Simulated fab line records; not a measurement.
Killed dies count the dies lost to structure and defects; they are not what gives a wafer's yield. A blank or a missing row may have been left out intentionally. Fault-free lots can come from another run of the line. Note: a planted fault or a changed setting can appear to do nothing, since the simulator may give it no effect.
Chamber matching | flow nand harc | NHARC_A_BONDPAD_STRIP_15 on rie diel-09: 4 sister chambers
The step strips in O2. 8 wafers are shown with their chamber, then 7 later ones without.

WAFERS PAIRED WITH THEIR CHAMBERS
wafer  | chamber | drypump motor current A (A) | oes product au (a.u.)
L799.6 | 0       | 6.6                         | 1.001
L797.2 | 3       | 5.2                         | 1.016
L797.3 | 2       | 5.5                         | 0.997
L805.2 | 3       | 5.2                         | 1.020
L805.3 | 0       | 6.5                         | 0.997
L805.6 | 1       | 6.3                         | 0.971
L808.1 | 2       | 5.5                         | 1.013
L808.4 | 1       | 6.3                         | 0.981

WAFERS WITHOUT THEIR CHAMBER
wafer  | drypump motor current A (A) | oes product au (a.u.)
L808.5 | 6.5                         | 0.992
L807.2 | 5.5                         | 1.009
L807.3 | 6.3                         | 0.983
L807.4 | 5.2                         | 1.026
L811.2 | 6.3                         | 1.000
L811.3 | 5.5                         | 1.007
L811.4 | 6.5                         | 1.005

WHICH CHAMBER EACH ONE RAN IN
wafer  | from the rows above | in truth
L808.5 | 0                   | 0
L807.2 | 2                   | 2
L807.3 | 1                   | 1
L807.4 | 3                   | 3
L811.2 | 1                   | 1
L811.3 | 2                   | 2
L811.4 | 0                   | 0
Placed correctly: 7 of 7. Can't be placed from these rows: 0. Wrongly placed: 0.
How it was worked out, from the rows above alone: a wafer's distance from a chamber is the root of the sum, over the readings, of the square of ((its reading less the chamber's mean) divided by the reading's scatter). The wafer belongs to the nearest chamber; if the next one is less than 2 further off, it can't be placed. A chamber's mean is the mean of its shown wafers. The scatter: take each reading less its chamber's mean, square it, sum over the shown wafers, divide by the number of wafers less the number of chambers, and take the root.
